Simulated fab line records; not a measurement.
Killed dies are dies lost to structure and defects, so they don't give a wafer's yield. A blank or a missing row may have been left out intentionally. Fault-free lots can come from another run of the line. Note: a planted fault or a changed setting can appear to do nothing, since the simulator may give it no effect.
Split-lot experiment || flow n5-finfet || 21 wafers read from 7 lots, route of 1938 steps

ABOUT THE SPLIT
At N5_BEOL_M9_COAT_59 (time 60 s, resist thk 100 nm), the setting spin-rpm was moved away from the recipe's 1500 rpm on 4 of the 21 wafers read, by -4.8% to +8.5%. For the rest of the wafers, this setting stayed at what the recipe calls for.

FROM THE SPLIT TO THE READING: what the file shows between them, 7 steps
- N5_BEOL_M9_COAT_60: time 60 s, resist thk 30 nm
- N5_BEOL_M9_COAT_05: resist thk 90 nm
- N5_BEOL_M9_DESCUM_16: chemistry O2, time 7.9 s
- N5_BEOL_M9_ETCH_61: etches SiARC in CF4, target depth 39 nm, time 65 s
- N5_BEOL_M9_ETCH_62: etches SOC in N2/H2, target depth 110 nm, overetch 22 nm, time 165 s
- N5_BEOL_M9_STRIP_68: strips in N2/H2
- N5_BEOL_M9_STRIP_67: strips in CF4

THE READING
SOC_of_BEOL_M9_COAT_59.thk-nm (the simulator's own value, which no gauge read), in nm, at N5_BEOL_M9_HM_OPEN_17 (chemistry Cl2/BCl3, target TiN, target depth 20 nm, overetch 6 nm). There is no usual value for it anywhere in the file. Across the 17 wafers here that went through the recipe, the average is 92.1 nm and the standard deviation 0.31 nm.

{"wafer": "L075.2", "tool, chamber at the split": "litho-track-03, 0", "spin-rpm as run, rpm": 1500, "against the recipe": "recipe", "SOC_of_BEOL_M9_COAT_59.thk-nm, nm": 92, "against lot-mates on the recipe": "-"}
{"wafer": "L075.5", "tool, chamber at the split": "litho-track-03, 0", "spin-rpm as run, rpm": 1500, "against the recipe": "recipe", "SOC_of_BEOL_M9_COAT_59.thk-nm, nm": 92, "against lot-mates on the recipe": "-"}
{"wafer": "L075.6", "tool, chamber at the split": "litho-track-03, 0", "spin-rpm as run, rpm": 1500, "against the recipe": "recipe", "SOC_of_BEOL_M9_COAT_59.thk-nm, nm": 92, "against lot-mates on the recipe": "-"}
{"wafer": "L080.1", "tool, chamber at the split": "litho-track-03, 0", "spin-rpm as run, rpm": 1500, "against the recipe": "recipe", "SOC_of_BEOL_M9_COAT_59.thk-nm, nm": 91.8, "against lot-mates on the recipe": "-"}
{"wafer": "L080.2", "tool, chamber at the split": "litho-track-03, 0", "spin-rpm as run, rpm": 1500, "against the recipe": "recipe", "SOC_of_BEOL_M9_COAT_59.thk-nm, nm": 91.8, "against lot-mates on the recipe": "-"}
{"wafer": "L080.3", "tool, chamber at the split": "litho-track-03, 0", "spin-rpm as run, rpm": 1500, "against the recipe": "recipe", "SOC_of_BEOL_M9_COAT_59.thk-nm, nm": 91.6, "against lot-mates on the recipe": "-"}
{"wafer": "L083.1", "tool, chamber at the split": "litho-track-01, 0", "spin-rpm as run, rpm": 1500, "against the recipe": "recipe", "SOC_of_BEOL_M9_COAT_59.thk-nm, nm": 92.6, "against lot-mates on the recipe": "-"}
{"wafer": "L083.4", "tool, chamber at the split": "litho-track-01, 0", "spin-rpm as run, rpm": 1428, "against the recipe": "-4.8%", "SOC_of_BEOL_M9_COAT_59.thk-nm, nm": 94.8, "against lot-mates on the recipe": "+2.1"}
{"wafer": "L083.6", "tool, chamber at the split": "litho-track-01, 0", "spin-rpm as run, rpm": 1500, "against the recipe": "recipe", "SOC_of_BEOL_M9_COAT_59.thk-nm, nm": 92.8, "against lot-mates on the recipe": "-"}
{"wafer": "L088.1", "tool, chamber at the split": "litho-track-05, 0", "spin-rpm as run, rpm": 1500, "against the recipe": "recipe", "SOC_of_BEOL_M9_COAT_59.thk-nm, nm": 92.4, "against lot-mates on the recipe": "-"}
{"wafer": "L088.4", "tool, chamber at the split": "litho-track-05, 0", "spin-rpm as run, rpm": 1500, "against the recipe": "recipe", "SOC_of_BEOL_M9_COAT_59.thk-nm, nm": 91.8, "against lot-mates on the recipe": "-"}
{"wafer": "L088.5", "tool, chamber at the split": "litho-track-05, 0", "spin-rpm as run, rpm": 1571, "against the recipe": "+4.7%", "SOC_of_BEOL_M9_COAT_59.thk-nm, nm": 90, "against lot-mates on the recipe": -2.1}
{"wafer": "L087.2", "tool, chamber at the split": "litho-track-03, 0", "spin-rpm as run, rpm": 1500, "against the recipe": "recipe", "SOC_of_BEOL_M9_COAT_59.thk-nm, nm": 92.2, "against lot-mates on the recipe": "-"}
{"wafer": "L087.3", "tool, chamber at the split": "litho-track-03, 0", "spin-rpm as run, rpm": 1500, "against the recipe": "recipe", "SOC_of_BEOL_M9_COAT_59.thk-nm, nm": 91.8, "against lot-mates on the recipe": "-"}
{"wafer": "L087.4", "tool, chamber at the split": "litho-track-03, 0", "spin-rpm as run, rpm": 1628, "against the recipe": "+8.5%", "SOC_of_BEOL_M9_COAT_59.thk-nm, nm": 88, "against lot-mates on the recipe": -4.0}
{"wafer": "L086.2", "tool, chamber at the split": "litho-track-05, 0", "spin-rpm as run, rpm": 1500, "against the recipe": "recipe", "SOC_of_BEOL_M9_COAT_59.thk-nm, nm": 92.2, "against lot-mates on the recipe": "-"}
{"wafer": "L086.4", "tool, chamber at the split": "litho-track-05, 0", "spin-rpm as run, rpm": 1500, "against the recipe": "recipe", "SOC_of_BEOL_M9_COAT_59.thk-nm, nm": 92.2, "against lot-mates on the recipe": "-"}
{"wafer": "L086.3", "tool, chamber at the split": "litho-track-05, 0", "spin-rpm as run, rpm": 1614, "against the recipe": "+7.6%", "SOC_of_BEOL_M9_COAT_59.thk-nm, nm": 88.6, "against lot-mates on the recipe": -3.6}
{"wafer": "L096.2", "tool, chamber at the split": "litho-track-03, 0", "spin-rpm as run, rpm": 1500, "against the recipe": "recipe", "SOC_of_BEOL_M9_COAT_59.thk-nm, nm": 92.4, "against lot-mates on the recipe": "-"}
{"wafer": "L096.4", "tool, chamber at the split": "litho-track-03, 0", "spin-rpm as run, rpm": 1500, "against the recipe": "recipe", "SOC_of_BEOL_M9_COAT_59.thk-nm, nm": 92.4, "against lot-mates on the recipe": "-"}
{"wafer": "L096.6", "tool, chamber at the split": "litho-track-03, 0", "spin-rpm as run, rpm": 1500, "against the recipe": "recipe", "SOC_of_BEOL_M9_COAT_59.thk-nm, nm": 92, "against lot-mates on the recipe": "-"}

THE FIT
A straight line over all 21 wafers: SOC_of_BEOL_M9_COAT_59.thk-nm changes by -0.485 nm for each +1% of spin-rpm; r = -0.98; the points scatter about the line by 0.31 nm.
The same after taking each lot's own level away (the mean of its wafers on the recipe; 21 wafers): -0.462 nm for each +1%; r = -0.99; scatter 0.15 nm.
According to that fit, moving spin-rpm by its largest amount changes the reading by 3.9 nm.
From 91.73 to 92.70 nm: that is the span of the lots' own levels, equal to 3.1 times the standard deviation above.
Consequently the slope shifts little with the lot-to-lot level, the two slopes agreeing.
Check: -3.92 nm against its lot-mates is what the line predicts for one of the wafers moved furthest among these (+8.5%) when that wafer is left out of the fit. It came out at -4 nm against them.

ADDITIONAL SPLITS CARRIED BY THESE WAFERS
Note: prior to the reading, these wafers also went through further splits. Each is held against what the fit with the lots' levels taken away leaves over:
{"other split on the same wafers": "N5_BEOL_M4_TRENCH_ETCH_37 time-s", "wafers away from the commonest value": 9, "r with SOC_of_BEOL_M9_COAT_59.thk-nm (lot level and that fit taken away)": -0.01}
{"other split on the same wafers": "N5_BEOL_M6_COAT_59 spin-rpm", "wafers away from the commonest value": 7, "r with SOC_of_BEOL_M9_COAT_59.thk-nm (lot level and that fit taken away)": "+0.25"}
{"other split on the same wafers": "N5_BEOL_M6_EXPOSE_08 dose-mj", "wafers away from the commonest value": 5, "r with SOC_of_BEOL_M9_COAT_59.thk-nm (lot level and that fit taken away)": "+0.05"}
{"other split on the same wafers": "N5_BEOL_M7_COAT_71 spin-rpm", "wafers away from the commonest value": 10, "r with SOC_of_BEOL_M9_COAT_59.thk-nm (lot level and that fit taken away)": -0.26}
{"other split on the same wafers": "N5_BEOL_M8_COAT_60 spin-rpm", "wafers away from the commonest value": 6, "r with SOC_of_BEOL_M9_COAT_59.thk-nm (lot level and that fit taken away)": "+0.29"}

THE WHOLE CHAIN: every reading that the file lists as answering this split, in the file's order
{"step": "N5_BEOL_M9_COAT_59", "what it does": "time 60 s, resist thk 100 nm", "reading": "SOC_of_BEOL_M9_COAT_59.thk-nm (the simulator's own value, which no gauge read)", "change (the file's fit)": "-0.478 nm for each +1% of the setting", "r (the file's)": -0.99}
{"step": "N5_BEOL_M9_ETCH_62", "what it does": "etches SOC in N2/H2, target depth 110 nm, overetch 22 nm, time 165 s", "reading": "etch.depth-nm (the simulator's own value, which no gauge read)", "change (the file's fit)": "-0.478 nm for each +1% of the setting", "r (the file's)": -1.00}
{"step": "N5_BEOL_M9_HM_OPEN_17", "what it does": "chemistry Cl2/BCl3, target TiN, target depth 20 nm, overetch 6 nm", "reading": "SOC_of_BEOL_M9_COAT_59.thk-nm (the simulator's own value, which no gauge read)", "change (the file's fit)": "-0.463 nm for each +1% of the setting", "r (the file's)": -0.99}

THE FILE'S OWN FIT
SOC_of_BEOL_M9_COAT_59.thk-nm changes by -0.463 nm for each +1% of spin-rpm, r = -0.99.
